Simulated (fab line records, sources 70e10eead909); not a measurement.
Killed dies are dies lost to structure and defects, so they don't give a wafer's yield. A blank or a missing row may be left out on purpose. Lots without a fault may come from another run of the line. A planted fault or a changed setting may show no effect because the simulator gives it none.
Which tool did it? | flow nand_harc | 12 lots, 36 wafers sampled, at 5 steps of a route of 1302

WHAT THE GAUGES READ, wafer by wafer
NHARC_END_SORT_01.
lot  | measured     | on        | killed_at_array | killed_at_other | killed_at_periphery | killed_dies | killed_open | killed_short
L992 | day 31 22:04 | prober-01 | 46 32 46        | 2 3 1           | 7 3 2               | 55 38 49    | 2 2 1       | 1 2 1

WHICH TOOL RAN EACH LOT (tool, then ch and the chambers of the sampled wafers, then the start)
lot  | NHARC_A_SLIT_DEP_00           | NHARC_A_SLIT_ETCH_15               | NHARC_A_SLIT_ETCH_26             | NHARC_A_SLIT_ETCH_29
L975 | acl_dep-02 ch 0, day 20 00:25 | rie_diel-11 ch 1,3, day 20 04:44   | har_etch-02 ch 0,1, day 20 09:16 | rie_diel-11 ch 0,3, day 20 10:10
L976 | acl_dep-02 ch 0, day 20 08:52 | rie_diel-02 ch 0,3, day 20 13:14   | har_etch-02 ch 0,1, day 20 17:53 | rie_diel-02 ch 1,2,3, day 20 18:47
L979 | acl_dep-01 ch 0, day 22 07:37 | rie_diel-02 ch 1,2,3, day 22 12:23 | har_etch-02 ch 0,1, day 22 16:58 | rie_diel-02 ch 0,3, day 22 17:51
L982 | acl_dep-03 ch 0, day 22 08:47 | rie_diel-02 ch 0,1, day 22 13:41   | har_etch-01 ch 0,1, day 22 18:16 | rie_diel-11 ch 1,3, day 22 19:10
L986 | acl_dep-02 ch 0, day 24 19:26 | rie_diel-11 ch 1,3, day 24 23:30   | har_etch-02 ch 0,1, day 25 04:31 | rie_diel-06 ch 0,1,2, day 25 05:22
L988 | acl_dep-01 ch 0, day 25 16:08 | rie_diel-02 ch 0,1, day 25 21:04   | har_etch-02 ch 0,1, day 26 02:08 | rie_diel-02 ch 0,3, day 26 03:00
L992 | acl_dep-02 ch 0, day 27 08:01 | rie_diel-06 ch 0,1,3, day 27 12:56 | har_etch-02 ch 0,1, day 27 17:25 | rie_diel-02 ch 0,3, day 27 18:16
L993 | acl_dep-01 ch 0, day 27 08:19 | rie_diel-02 ch 0,2,3, day 27 13:18 | har_etch-01 ch 0,1, day 27 19:16 | rie_diel-06 ch 0,1,3, day 27 20:10
L994 | acl_dep-01 ch 0, day 27 18:48 | rie_diel-02 ch 2,3, day 27 23:40   | har_etch-02 ch 0,1, day 28 05:29 | rie_diel-11 ch 0,1,3, day 28 06:22
L995 | acl_dep-01 ch 0, day 28 03:52 | rie_diel-06 ch 0,2, day 28 07:27   | har_etch-02 ch 0,1, day 28 14:58 | rie_diel-02 ch 0,2,3, day 28 15:47
L996 | acl_dep-02 ch 0, day 29 05:44 | rie_diel-11 ch 0,1,2, day 29 09:19 | har_etch-02 ch 0,1, day 29 14:00 | rie_diel-06 ch 1,2, day 29 14:49
L997 | acl_dep-01 ch 0, day 29 11:35 | rie_diel-11 ch 0,2,3, day 29 15:15 | har_etch-02 ch 0,1, day 29 21:58 | rie_diel-02 ch 0,2,3, day 29 22:49
- NHARC_A_SLIT_DEP_00: deposits aC, target thk 6200 nm.
- NHARC_A_SLIT_ETCH_15: etches the open film in O2/COS, target depth 6200 nm, time 1612 s.
- NHARC_A_SLIT_ETCH_26: etches the open film in C4F8/O2/Ar, time 90 s, target depth 400 nm.
- NHARC_A_SLIT_ETCH_29: etches the open film in CF4/O2, target depth 100 nm, overetch 10 nm, time 55 s.

WHAT THE TOOLS THEMSELVES READ (means of the sampled wafers that have a number; where no wafer has one, the mark that the record gives instead)
NHARC_A_SLIT_DEP_00.
lot  | tool       | throttle_valve_pct (%)
L975 | acl_dep-02 | 35.004
L976 | acl_dep-02 | 34.995
L979 | acl_dep-01 | 35.002
L982 | acl_dep-03 | 34.992
L986 | acl_dep-02 | 35.002
L988 | acl_dep-01 | 35.000
L992 | acl_dep-02 | 34.999
L993 | acl_dep-01 | 34.995
L994 | acl_dep-01 | 34.999
L995 | acl_dep-01 | 34.996
L996 | acl_dep-02 | 35.004
L997 | acl_dep-01 | 34.997

NHARC_A_SLIT_ETCH_15.
lot  | tool        | drypump_motor_current_A (A) | oes_product_au (a.u.) | rf_vpp_V (V) | showerhead_plenum_p_Torr (Torr) | throttle_valve_pct (%)
L975 | rie_diel-11 | 5.5                         | 0.988                 | 314.4        | 3.10                            | 28.338
L976 | rie_diel-02 | 6.1                         | 0.982                 | 312.5        | 2.98                            | 28.335
L979 | rie_diel-02 | 5.7                         | 1.244                 | 313.7        | 3.04                            | 28.324
L982 | rie_diel-02 | 5.8                         | 1.244                 | 313.2        | 3.03                            | 28.322
L986 | rie_diel-11 | 5.6                         | 0.987                 | 313.3        | 3.09                            | 28.331
L988 | rie_diel-02 | 5.8                         | 0.995                 | 313.5        | 3.03                            | 28.333
L992 | rie_diel-06 | 5.6                         | 0.995                 | 314.0        | 3.13                            | 28.323
L993 | rie_diel-02 | 5.6                         | 0.998                 | 311.3        | 2.96                            | 28.336
L994 | rie_diel-02 | 5.4                         | 0.996                 | 312.3        | 2.96                            | 28.332
L995 | rie_diel-06 | 5.6                         | 1.002                 | 312.6        | 3.02                            | 28.331
L996 | rie_diel-11 | 5.7                         | 1.003                 | 313.9        | 3.12                            | 28.333
L997 | rie_diel-11 | 5.9                         | 1.004                 | 313.9        | 3.11                            | 28.333

NHARC_A_SLIT_ETCH_26.
lot  | tool        | c4f8_flow_sccm (sccm) | drypump_motor_current_A (A) | showerhead_plenum_p_Torr (Torr) | throttle_valve_pct (%)
L975 | har_etch-02 | 41.72                 | 5.5                         | 3.88                            | 27.626
L976 | har_etch-02 | 41.75                 | 5.2                         | 3.80                            | 27.617
L979 | har_etch-02 | 41.67                 | 5.5                         | 3.86                            | 27.620
L982 | har_etch-01 | 41.63                 | 5.4                         | 3.53                            | 27.619
L986 | har_etch-02 | 41.60                 | 5.5                         | 3.84                            | 27.617
L988 | har_etch-02 | 41.76                 | 5.2                         | 3.76                            | 27.617
L992 | har_etch-02 | 41.51                 | 5.2                         | 3.75                            | 27.622
L993 | har_etch-01 | 41.65                 | 5.4                         | 3.49                            | 27.623
L994 | har_etch-02 | 41.69                 | 5.2                         | 3.74                            | 27.616
L995 | har_etch-02 | 41.70                 | 5.5                         | 3.81                            | 27.610
L996 | har_etch-02 | 41.72                 | 5.2                         | 3.73                            | 27.619
L997 | har_etch-02 | 41.69                 | 5.5                         | 3.79                            | 27.625

NHARC_A_SLIT_ETCH_29.
lot  | tool        | cf4_flow_sccm (sccm) | drypump_motor_current_A (A) | oes_product_au (a.u.) | rf_vpp_V (V) | showerhead_plenum_p_Torr (Torr) | throttle_valve_pct (%)
L975 | rie_diel-11 | 80.09                | 5.7                         | 0.994                 | 198.4        | 1.32                            | 13.395
L976 | rie_diel-02 | 80.10                | 5.7                         | 1.000                 | 197.0        | 1.30                            | 13.398
L979 | rie_diel-02 | 79.79                | 5.9                         | 0.989                 | 197.3        | 1.27                            | 13.399
L982 | rie_diel-11 | 80.22                | 5.7                         | 0.991                 | 197.1        | 1.32                            | 13.389
L986 | rie_diel-06 | 80.17                | 5.7                         | 0.999                 | 197.9        | 1.31                            | 13.404
L988 | rie_diel-02 | 80.08                | 5.9                         | 0.983                 | 196.4        | 1.27                            | 13.392
L992 | rie_diel-02 | 79.80                | 5.9                         | 0.989                 | 197.1        | 1.27                            | 13.398
L993 | rie_diel-06 | 80.11                | 5.6                         | 0.991                 | 197.5        | 1.34                            | 13.395
L994 | rie_diel-11 | 80.10                | 5.6                         | 0.999                 | 197.3        | 1.32                            | 13.408
L995 | rie_diel-02 | 80.04                | 5.7                         | 0.994                 | 196.0        | 1.26                            | 13.394
L996 | rie_diel-06 | 79.87                | 5.8                         | 0.995                 | 197.9        | 1.34                            | 13.392
L997 | rie_diel-02 | 79.95                | 5.6                         | 0.990                 | 197.2        | 1.26                            | 13.387

THE ANSWER, worked out from the rows above alone
Rule: what is usual is taken from the lots themselves. Put in order of their means at a reading, lots are off if they are a third of the lots or fewer, leave a main group of 4 or more, and stand apart from it by a gap of 3 or more times the standard deviation of the main group's means; of several such gaps the widest counts. A main group whose means are all the same, to the digits that the tables above print for the reading, isn't used. A lot without any number at a reading at which 4 lots or more have one is off too. The other lots that the step has rows for count as sound. The gauges are gone through in route order, then the tools' own readings, and for those a lot's mean is taken as printed above. The first step at which some lot is off is used, and at that step the reading that is off furthest; a lot without a number counts as furthest.
Off: L979, L982, at NHARC_A_SLIT_ETCH_15 (oes_product_au). The main group: mean 0.995 a.u., standard deviation 0.007.
A tool fits if, at that step or a process step before it, it ran every lot that is off, and no sound lot after the first of them. None of those tried fits.

WHAT THE SIMULATOR HAD PUT IN
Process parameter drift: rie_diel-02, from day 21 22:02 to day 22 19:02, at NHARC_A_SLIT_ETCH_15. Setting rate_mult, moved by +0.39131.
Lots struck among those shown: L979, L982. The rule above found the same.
